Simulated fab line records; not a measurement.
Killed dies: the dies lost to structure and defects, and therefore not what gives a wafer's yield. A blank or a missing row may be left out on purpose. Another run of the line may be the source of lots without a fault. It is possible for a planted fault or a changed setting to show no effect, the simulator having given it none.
fab line records	flow nand-harc	part 1 of 2: steps 1 to 25 of 34
record lots=5	wafers=15	last-day=22
route steps=1159 shown A_WL_FILL@832 A_CONTACT@840
lots that met no fault: from a run of the same line without faults
start-h: start of the lot's first displayed wafer, in hours after the record's first day	wait-h: hours elapsed since this lot's preceding step	" identical to the entry in the row above	L1.1+2: a single row standing in for several wafers	- no value, or no start was given	* or withheld: withheld	< > ~ a bound
route shown NAME@n: a module of which the file shows steps, and the number in the route of the first	usual: average and standard deviation across the fault-free wafers	same: alike in all rows	chamber/n: place in a boat	sites: the reading at each site	_std_site: standard deviation of those values	_edge_site: mean of outer sites minus mean of inner sites	radius-mm: for every site, how far away it sits from the centre of the wafer	mask NAME#n: copy n	behind: the tool/chamber that last shaped the wafer	hold: why the lot was held/for how many hours/how that ended	device: transistor that didn't switch, given as n, p or np	end of line: tests of these same wafers at the route's end	for a step that has no rows: nothing shown but its recipe	killed: the dies lost at the first sort to structure and to defects; this is not the yield of the wafer	map: a wafer's dies, marking killed ones x, the rest . and places with no die _
set.NAME: the setting that was run; set.NAME@STEP: the one run at that earlier step	model.NAME: the simulator's own value behind a step, which no gauge read
lots at selected steps of the route; one table per step, one row per wafer
services: from which hour (start-h, from the record's first day; less than 0 if before it) a tool's chamber was out of use, for how many hours, and why
## steps
# step NHARC_A_WL_FILL_ALD_19
# recipe target-thk-a=20	pulse-time-s=3	ald-cycles=100	temp-c=450	material=TiN
# usual heater-power-w=1078/120	precursor-pulse-height-rel=1.003/0.02	susceptor-temp-C=450.00/0.24
lot.wafer	tool	chamber	start-h	wait-h	heater-power-w	precursor-pulse-height-rel	susceptor-temp-C
L079.2	ald-metal-01	2	383.26	0.1	966	1.002	450.01
L079.3	"	1	"	"	1101	1.027	449.88
L079.5	"	3	"	"	1165	0.991	450.20
L080.3	ald-metal-03	0	404.06	0.1	1183	0.989	449.89
L080.2	"	1	"	"	978	1.009	450.25
L080.4	"	3	"	"	1148	0.984	449.88
L082.3	ald-metal-03	3	413.39	0.2	1148	1.031	450.26
L082.4	"	0	"	"	1216	0.967	450.01
L082.6	"	3	"	"	1117	0.996	450.13
L083.3	ald-metal-01	1	413.40	0.2	1104	0.998	449.91
L083.6	"	3	"	"	1158	1.033	450.09
L083.4	"	1	"	"	1112	0.955	450.00
L086.3	ald-metal-01	2	442.97	0.1	977	1.021	449.91
L086.4	"	0	"	"	1213	0.997	449.50
L086.5	"	1	"	"	1078	1.005	450.17
# step NHARC_A_WL_FILL_CVD_20
# recipe target-thk-a=750	temp-c=300	pressure-torr=40	wf6-flow-sccm=40	h2-flow-sccm=1600	ar-flow-sccm=1560	time-s=5064	material=W
# usual heater-power-w=499/81	susceptor-temp-C=299.98/0.19	throttle-valve-pct=7.8/0.48
lot.wafer	tool	chamber	start-h	wait-h	heater-power-w	susceptor-temp-C	throttle-valve-pct
L079.2	cvd-w-01	0	-	-	494	-	7.5
L079.3	"	1	"	"	551	-	8.6
L079.5	"	1	"	"	548	-	8.6
L080.2	cvd-w-01	1	-	-	579	299.94	8.7
L080.4	"	1	"	"	545	300.05	8.6
L080.3	"	0	"	"	480	300.17	7.5
L083.3	cvd-w-01	0	-	-	495	-	7.5
L083.4	"	1	"	"	552	-	8.7
L083.6	"	1	"	"	568	-	8.8
L082.4	cvd-w-02	0	-	-	376	300.02	7.7
L082.3	"	1	"	"	573	300.34	7.2
L082.6	"	1	"	"	567	300.25	7.2
L086.4	cvd-w-02	1	-	-	569	300.22	7.6
L086.3	"	0	"	"	385	299.89	7.7
L086.5	"	1	"	"	578	299.96	7.3
# step NHARC_A_WL_FILL_CMP_12
# recipe t-overpolish-s=30	target-thk-nm=75
# usual edge-zone-pressure-frac=0.999/0.0049	motor-current-A=12.0/1.1	overpolish-run-s=30.001/0.0091	time-to-endpoint-s=13.1/2.9
lot.wafer	tool	chamber	start-h	wait-h	edge-zone-pressure-frac	motor-current-A	overpolish-run-s	time-to-endpoint-s
L079.3	cmp-04	3	393.80	2.2	0.998	11.9	29.991	12.2
L079.2	"	1	"	"	0.996	13.1	29.976	11.4
L079.5	"	2	"	"	1.000	13.8	30.003	8.7
L080.3	cmp-04	1	410.15	2.2	1.002	13.1	29.996	13.1
L080.4	"	2	"	"	1.001	13.5	30.000	8.6
L080.2	"	3	"	"	0.998	11.3	29.991	11.8
L083.4	cmp-04	1	418.64	2.2	1.003	13.2	30.002	13.5
L083.3	"	2	"	"	0.994	13.7	29.977	14.1
L083.6	"	3	"	"	0.999	12.2	29.994	15.7
L082.4	cmp-02	0	418.64	2.9	1.002	12.1	29.992	14.9
L082.3	"	2	"	"	0.999	12.7	29.997	14.8
L082.6	"	1	"	"	1.003	10.8	29.989	15.2
L086.4	cmp-02	3	448.20	2.9	0.991	13.5	29.981	11.5
L086.3	"	0	"	"	1.004	11.9	29.997	11.1
L086.5	"	2	"	"	0.994	12.5	29.990	11.2
# step NHARC_A_WL_FILL_SRD_31
lot.wafer	tool	chamber	start-h	wait-h
L079.5+2+3	wet-bench-06	1,4,6	394.11	0.0
L080.3+2+4	wet-bench-09	6,0,2	410.45	0.0
L083.3+6+4	wet-bench-09	7,0,2	418.91	0.0
L082.3+4+6	wet-bench-02	5,1,2	418.96	0.0
L086.3+5+4	wet-bench-02	7,2,3	448.48	0.0
# step NHARC_A_WL_FILL_INSPECT_15
# usual raw-defect-count=376/130
lot.wafer	tool	chamber	start-h	wait-h	raw-defect-count
L079.2	defect-inspect-02	-	394.27	0.0	267
L079.3	"	-	"	"	607
L079.5	"	-	"	"	397
L080.2	defect-inspect-02	-	410.59	0.0	361
L080.3	"	-	"	"	348
L080.4	"	-	"	"	216
L083.3	defect-inspect-01	-	419.06	0.0	267
L083.4	"	-	"	"	245
L083.6	"	-	"	"	239
L082.3	defect-inspect-01	-	419.13	0.0	353
L082.4	"	-	"	"	280
L082.6	"	-	"	"	293
L086.3	defect-inspect-01	-	448.64	0.0	368
L086.4	"	-	"	"	338
L086.5	"	-	"	"	292
# step NHARC_A_CONTACT_DEP_24
# recipe target-thk-a=5000	temp-c=400	pressure-torr=6.5	rf-w=900	teos-flow-sccm=161.4	flow-sccm=2650	target-thk-nm=500	gas=O2	material=SiO2
# usual flow-sccm=2651/8.4	heater-power-w=497/110	susceptor-temp-C=399.97/0.23	throttle-valve-pct=16.1/0.58
lot.wafer	tool	chamber	start-h	wait-h	flow-sccm	heater-power-w	susceptor-temp-C	throttle-valve-pct
L079.3	pecvd-04	1	394.34	0.1	2651	364	399.73	16.5
L079.2	"	0	"	"	2655	483	400.10	17.3
L079.5	"	0	"	"	2651	507	399.79	17.0
L080.2	pecvd-01	0	410.94	0.3	2653	540	399.86	16.7
L080.3	"	1	"	"	2652	440	400.34	15.7
L080.4	"	1	"	"	2649	477	400.29	15.6
L083.3	pecvd-02	2	419.13	0.1	2642	446	400.08	15.6
L083.4	"	0	"	"	2662	647	400.33	16.7
L083.6	"	1	"	"	2655	372	399.89	15.8
L082.3	pecvd-04	0	419.32	0.2	2661	518	399.84	17.2
L082.4	"	1	"	"	2648	356	399.93	16.0
L082.6	"	0	"	"	2660	386	399.76	17.2
L086.3	pecvd-02	2	448.83	0.2	2641	398	400.04	15.9
L086.5	"	1	"	"	2647	465	400.26	15.8
L086.4	"	2	"	"	2632	425	400.12	15.7
# step NHARC_A_CONTACT_DEP_28
# recipe target-thk-a=36000	temp-c=400	material=aC
# usual susceptor-temp-C=400.02/0.21	throttle-valve-pct=35.000/0.0095
lot.wafer	tool	chamber	start-h	wait-h	susceptor-temp-C	throttle-valve-pct
L079.2	acl-dep-03	0	395.72	0.8	-	34.995
L079.3	"	0	"	"	-	35.010
L079.5	"	0	"	"	-	35.001
L080.2	acl-dep-02	0	411.85	0.4	400.08	35.000
L080.3	"	0	"	"	399.73	34.992
L080.4	"	0	"	"	399.93	34.993
L083.3	acl-dep-02	0	421.94	2.3	399.77	34.974
L083.4	"	0	"	"	400.01	35.005
L083.6	"	0	"	"	400.11	34.998
L082.3	acl-dep-01	0	423.37	3.6	399.78	34.994
L082.4	"	0	"	"	400.08	35.005
L082.6	"	0	"	"	400.40	34.996
L086.3	acl-dep-03	0	450.04	0.8	399.97	35.016
L086.4	"	0	"	"	400.22	35.006
L086.5	"	0	"	"	399.85	34.999
# step NHARC_A_CONTACT_DEP_29
# recipe target-thk-a=700	target-thk-nm=70	temp-c=400	pressure-torr=3.5	flow-sccm=200	rf-w=350	material=SiON
# usual heater-power-w=699/100	susceptor-temp-C=399.98/0.2
lot.wafer	tool	chamber	start-h	wait-h	heater-power-w	susceptor-temp-C
L079.2	pecvd-02	0	397.60	1.5	878	400.03
L079.3	"	1	"	"	693	399.86
L079.5	"	2	"	"	633	399.83
L080.3	pecvd-04	2	413.74	1.2	757	400.31
L080.2	"	0	"	"	715	399.57
L080.4	"	1	"	"	524	399.96
L083.3	pecvd-04	0	423.53	1.2	703	399.94
L083.6	"	1	"	"	524	399.76
L083.4	"	2	"	"	824	399.92
L082.3	pecvd-04	0	425.03	1.3	702	400.05
L082.4	"	0	"	"	709	400.06
L082.6	"	1	"	"	584	399.61
L086.3	pecvd-02	2	451.56	1.2	662	399.87
L086.5	"	2	"	"	644	399.96
L086.4	"	0	"	"	870	400.28
# step NHARC_A_CONTACT_DEHYDRATE_32
# recipe temp-c=150	time-s=120
lot.wafer	tool	chamber	start-h	wait-h
L079.2+3+5	litho-track-01	0	397.87	0.2
L080.2+3+4	litho-track-06	0	413.99	0.2
L083.3+4+6	litho-track-06	0	423.80	0.2
L082.3+4+6	litho-track-06	0	425.29	0.2
L086.3+4+5	litho-track-06	0	451.80	0.2
# step NHARC_A_CONTACT_HMDS_33
# recipe time-s=30
lot.wafer	tool	chamber	start-h	wait-h
L079.2+3+5	litho-track-01	0	-	-
L080.2+3+4	litho-track-06	0	-	-
L083.3+4+6	litho-track-06	0	-	-
L082.3+4+6	litho-track-06	0	-	-
L086.3+4+5	litho-track-06	0	-	-
# step NHARC_A_CONTACT_COAT_34
# recipe temp-c=260	time-s=75
lot.wafer	tool	chamber	start-h	wait-h
L079.2+3+5	litho-track-01	0	-	-
L080.2+3+4	litho-track-06	0	-	-
L083.3+4+6	litho-track-06	0	-	-
L082.3+4+6	litho-track-06	0	-	-
L086.3+4+5	litho-track-06	0	-	-
# step NHARC_A_CONTACT_COAT_35
# recipe temp-c=225	time-s=65
lot.wafer	tool	chamber	start-h	wait-h
L079.2+3+5	litho-track-01	0	-	-
L080.2+3+4	litho-track-06	0	-	-
L083.3+4+6	litho-track-06	0	-	-
L082.3+4+6	litho-track-06	0	-	-
L086.3+4+5	litho-track-06	0	-	-
# step NHARC_A_CONTACT_COAT_36
# recipe spin-rpm=1500	resist-thk-nm=90
lot.wafer	tool	chamber	start-h	wait-h
L079.2+3+5	litho-track-01	0	-	-
L080.2+3+4	litho-track-06	0	-	-
L083.3+4+6	litho-track-06	0	-	-
L082.3+4+6	litho-track-06	0	-	-
L086.3+4+5	litho-track-06	0	-	-
# step NHARC_A_CONTACT_SOFTBAKE_37
# recipe temp-c=105	time-s=55
lot.wafer	tool	chamber	start-h	wait-h
L079.2+3+5	litho-track-01	0	-	-
L080.2+3+4	litho-track-06	0	-	-
L083.3+4+6	litho-track-06	0	-	-
L082.3+4+6	litho-track-06	0	-	-
L086.3+4+5	litho-track-06	0	-	-
# step NHARC_A_CONTACT_EBR_38
lot.wafer	tool	chamber	start-h	wait-h
L079.2+3+5	litho-track-01	0	-	-
L080.2+3+4	litho-track-06	0	-	-
L083.3+4+6	litho-track-06	0	-	-
L082.3+4+6	litho-track-06	0	-	-
L086.3+4+5	litho-track-06	0	-	-
# step NHARC_A_CONTACT_EXPOSE_39
# recipe na=1.35	sigma-outer=0.8	dose-mj=58.79	mask-id=A_CC_3
lot.wafer	tool	chamber	start-h	wait-h	mask
L079.2+3+5	arfi-scanner-03	0	398.18	-	A_CC_3#0
L080.2+3+4	arfi-scanner-01	0	414.18	-	A_CC_3#0
L083.3+4+6	arfi-scanner-01	0	424.00	-	A_CC_3#0
L082.3+4+6	arfi-scanner-02	0	425.61	-	A_CC_3#0
L086.3+4+5	arfi-scanner-02	0	451.99	-	A_CC_3#0
# step NHARC_A_CONTACT_PEB_40
# recipe peb-temp-c=100	peb-time-s=65
lot.wafer	tool	chamber	start-h	wait-h
L079.2+3+5	litho-track-04	0	398.25	0.1
L080.2+3+4	litho-track-01	0	414.24	0.1
L083.3+4+6	litho-track-01	0	424.05	0.0
L082.3+4+6	litho-track-06	0	425.67	0.0
L086.3+4+5	litho-track-06	0	452.05	0.0
# step NHARC_A_CONTACT_DEVELOP_41
# recipe develop-time-s=35	dev-temp-c=23
lot.wafer	tool	chamber	start-h	wait-h
L079.2+3+5	litho-track-04	0	-	-
L080.2+3+4	litho-track-01	0	-	-
L083.3+4+6	litho-track-01	0	-	-
L082.3+4+6	litho-track-06	0	-	-
L086.3+4+5	litho-track-06	0	-	-
# step NHARC_A_CONTACT_CD_MEAS_42
# recipe target-cd-nm=200	landing-energy-ev=500
# usual cd-nm=199.6/0.7
lot.wafer	tool	chamber	start-h	wait-h	cd-nm
L079.2	cd-sem-01	0	398.33	-	201.0
L079.3	"	0	"	"	200.3
L079.5	"	0	"	"	199.6
L080.2	cd-sem-01	0	414.32	-	199.7
L080.3	"	0	"	"	199.3
L080.4	"	0	"	"	198.2
L083.3	cd-sem-02	0	424.13	-	198.9
L083.4	"	0	"	"	197.8
L083.6	"	0	"	"	199.8
L082.3	cd-sem-03	0	425.75	-	199.3
L082.4	"	0	"	"	199.5
L082.6	"	0	"	"	200.9
L086.3	cd-sem-02	0	452.13	-	199.8
L086.4	"	0	"	"	199.6
L086.5	"	0	"	"	200.6
# step NHARC_A_CONTACT_OVL_MEAS_43
# usual overlay-x-nm=-0.2/0.96	overlay-y-nm=-0.2/0.88
lot.wafer	tool	chamber	start-h	wait-h	overlay-x-nm	overlay-y-nm
L079.2	overlay-02	-	398.41	-	-0.1	-1.2
L079.3	"	-	"	"	-0.7	-1.4
L079.5	"	-	"	"	0.2	-0.4
L080.2	overlay-02	-	414.40	-	0.0	-0.8
L080.3	"	-	"	"	-0.1	-0.7
L080.4	"	-	"	"	0.6	-1.1
L083.3	overlay-01	-	424.22	-	0.3	-0.3
L083.4	"	-	"	"	-0.1	0.3
L083.6	"	-	"	"	0.5	1.0
L082.3	overlay-02	-	425.84	-	0.7	1.6
L082.4	"	-	"	"	1.0	1.5
L082.6	"	-	"	"	0.4	1.5
L086.3	overlay-02	-	452.22	-	0.5	1.1
L086.4	"	-	"	"	1.1	1.3
L086.5	"	-	"	"	0.8	1.1
# step NHARC_A_CONTACT_INSPECT_44
# usual raw-defect-count=25/11
lot.wafer	tool	chamber	start-h	wait-h	raw-defect-count
L079.2	defect-inspect-01	-	398.45	0.0	14
L079.3	"	-	"	"	18
L079.5	"	-	"	"	15
L080.2	defect-inspect-02	-	414.44	0.0	15
L080.3	"	-	"	"	6
L080.4	"	-	"	"	12
L083.3	defect-inspect-01	-	424.27	0.1	29
L083.4	"	-	"	"	18
L083.6	"	-	"	"	25
L082.3	defect-inspect-01	-	425.87	0.0	22
L082.4	"	-	"	"	33
L082.6	"	-	"	"	21
L086.3	defect-inspect-02	-	452.25	0.0	8
L086.4	"	-	"	"	12
L086.5	"	-	"	"	6
# step NHARC_A_CONTACT_DESCUM_47
# recipe time-s=3	o2-flow-sccm=200	ar-flow-sccm=0	bias-power-w=0	chemistry=O2
# usual drypump-motor-current-A=5.7/0.4	oes-product-au=0.997/0.013	rf-vpp-V=57.8/0.82	showerhead-plenum-p-Torr=1.89/0.058	throttle-valve-pct=11.310/0.0094
lot.wafer	tool	chamber	start-h	wait-h	drypump-motor-current-A	oes-product-au	rf-hours-counter-h	rf-vpp-V	showerhead-plenum-p-Torr	throttle-valve-pct
L079.2	rie-diel-08	1	398.53	0.1	5.0	0.989	39	57.5	1.85	11.298
L079.3	"	2	"	"	5.9	0.996	41	57.7	1.96	11.307
L079.5	"	3	"	"	5.2	1.000	-	58.0	1.95	11.306
L080.2	rie-diel-08	2	414.50	0.1	5.9	1.003	47	58.7	1.96	11.311
L080.3	"	3	"	"	5.3	1.001	49	58.3	1.95	11.311
L080.4	"	1	"	"	5.0	0.982	47	57.7	1.84	11.318
L083.4	rie-diel-02	1	424.33	0.1	6.0	1.004	33	57.3	1.97	11.300
L083.3	"	0	"	"	5.0	0.993	28	57.8	1.91	11.310
L083.6	"	1	"	"	6.0	1.005	-	58.5	1.96	11.309
L082.3	rie-diel-08	1	425.94	0.1	5.0	0.988	52	59.1	1.84	11.316
L082.4	"	2	"	"	5.9	1.000	51	57.5	1.95	11.328
L082.6	"	0	"	"	6.1	1.003	-	58.8	1.79	11.298
L086.4	rie-diel-05	1	452.33	0.1	5.8	1.012	18	57.8	1.86	11.327
L086.3	"	2	"	"	6.1	0.974	19	57.3	1.86	11.315
L086.5	"	0	"	"	5.9	0.991	-	58.1	1.93	11.328
# step NHARC_A_CONTACT_ETCH_48
# recipe target-depth-a=390	over-etch-frac=0.3	time-s=65	ion-energy-ev=80	cf4-flow-sccm=150	ar-flow-sccm=0	rf-w=300	bias-w=100	chemistry=CF4
# usual drypump-motor-current-A=5.8/0.4	oes-product-au=0.997/0.014	rf-vpp-V=150.9/1	showerhead-plenum-p-Torr=1.75/0.051	throttle-valve-pct=13.283/0.0091
lot.wafer	tool	chamber	start-h	wait-h	drypump-motor-current-A	oes-product-au	rf-hours-counter-h	rf-vpp-V	showerhead-plenum-p-Torr	throttle-valve-pct
L079.3	rie-diel-08	1	398.60	0.1	5.0	0.997	39	150.2	1.71	13.286
L079.2	"	3	"	"	5.3	0.993	43	151.9	1.80	13.284
L079.5	"	1	"	"	5.1	0.994	-	150.5	1.71	13.287
L080.3	rie-diel-08	1	414.59	0.1	5.0	0.991	47	151.7	1.71	13.280
L080.2	"	2	"	"	5.9	1.004	47	151.8	1.80	13.292
L080.4	"	0	"	"	6.1	1.005	44	151.0	1.66	13.283
L083.4	rie-diel-02	1	424.41	0.1	6.0	1.002	33	151.5	1.81	13.292
L083.3	"	0	"	"	5.1	0.991	28	149.7	1.76	13.285
L083.6	"	2	"	"	5.9	0.983	-	150.0	1.69	13.298
L082.3	rie-diel-08	0	426.05	0.1	6.1	1.001	49	151.2	1.66	13.284
L082.4	"	3	"	"	5.3	0.996	53	149.9	1.80	13.286
L082.6	"	1	"	"	5.0	0.978	-	152.0	1.71	13.285
L086.4	rie-diel-05	1	452.40	0.1	5.8	1.016	18	150.3	1.72	13.279
L086.3	"	3	"	"	5.7	1.028	10	151.7	1.81	13.260
L086.5	"	0	"	"	5.9	0.990	-	150.7	1.78	13.283
# step NHARC_A_CONTACT_ETCH_49
# recipe target-depth-a=2600	over-etch-frac=0.3	time-s=475.3	ion-energy-ev=200	n2-flow-sccm=150	h2-flow-sccm=150	ar-flow-sccm=0	rf-w=400	bias-w=150	chemistry=N2/H2
# usual drypump-motor-current-A=5.7/0.4	oes-product-au=0.995/0.013	rf-vpp-V=429.8/2	showerhead-plenum-p-Torr=2.01/0.064	throttle-valve-pct=14.172/0.0097
lot.wafer	tool	chamber	start-h	wait-h	drypump-motor-current-A	oes-product-au	rf-hours-counter-h	rf-vpp-V	showerhead-plenum-p-Torr	throttle-valve-pct
L079.3	rie-diel-08	1	-	-	5.0	0.987	39	428.0	1.97	14.169
L079.2	"	3	"	"	5.3	0.989	43	432.4	2.08	14.169
L079.5	"	0	"	"	6.1	1.007	-	426.5	1.91	14.187
L080.4	rie-diel-08	0	-	-	6.1	1.007	44	427.0	1.90	14.164
L080.3	"	2	"	"	5.9	0.995	47	433.3	2.09	14.184
L080.2	"	3	"	"	5.3	0.995	49	432.2	2.08	14.163
L083.3	rie-diel-02	1	-	-	6.0	0.992	33	432.1	2.10	14.189
L083.4	"	2	"	"	5.9	0.977	32	426.7	1.93	14.165
L083.6	"	0	"	"	5.1	0.982	-	429.5	2.03	14.188
L082.4	rie-diel-08	0	-	-	6.1	1.001	49	427.2	1.90	14.193
L082.3	"	2	"	"	5.9	0.996	51	430.7	2.08	14.167
L082.6	"	3	"	"	5.3	1.002	-	432.5	2.08	14.170
L086.4	rie-diel-05	3	-	-	5.7	1.035	10	430.9	2.09	14.160
L086.3	"	0	"	"	5.9	0.987	18	431.1	2.05	14.178
L086.5	"	2	"	"	6.1	0.982	-	428.5	1.98	14.173
# step NHARC_A_CONTACT_ETCH_50
# recipe target-depth-a=847	time-s=42.4	cf4-flow-sccm=100	chf3-flow-sccm=30	ar-flow-sccm=0	rf-w=500	bias-w=200	chemistry=CF4/CHF3
# usual drypump-motor-current-A=5.7/0.39	oes-product-au=0.939/0.026	rf-vpp-V=370.0/1.8	showerhead-plenum-p-Torr=1.56/0.046	throttle-valve-pct=16.802/0.0095
lot.wafer	tool	chamber	start-h	wait-h	drypump-motor-current-A	oes-product-au	rf-hours-counter-h	rf-vpp-V	showerhead-plenum-p-Torr	throttle-valve-pct
L079.3	rie-diel-08	2	-	-	5.9	0.927	41	373.2	1.61	16.799
L079.2	"	3	"	"	5.3	0.918	43	371.7	1.60	16.809
L079.5	"	2	"	"	5.9	0.928	-	372.0	1.61	16.808
L080.3	rie-diel-08	3	-	-	5.3	0.916	49	370.4	1.60	16.789
L080.4	"	0	"	"	6.1	0.932	44	367.5	1.48	16.800
L080.2	"	1	"	"	5.0	0.921	47	369.7	1.52	16.797
L083.3	rie-diel-02	3	-	-	6.2	0.972	29	371.2	1.56	16.804
L083.4	"	2	"	"	5.9	0.945	32	368.4	1.50	16.801
L083.6	"	0	"	"	5.0	0.961	-	370.0	1.57	16.813
L082.4	rie-diel-08	2	-	-	5.9	0.920	51	372.9	1.61	16.817
L082.3	"	0	"	"	6.1	0.931	49	366.3	1.48	16.799
L082.6	"	2	"	"	5.9	0.925	-	372.1	1.61	16.786
L086.3	rie-diel-05	2	-	-	6.1	0.960	19	368.3	1.53	16.822
L086.4	"	0	"	"	5.9	0.959	18	372.9	1.58	16.786
L086.5	"	3	"	"	5.8	0.985	-	370.4	1.61	16.787
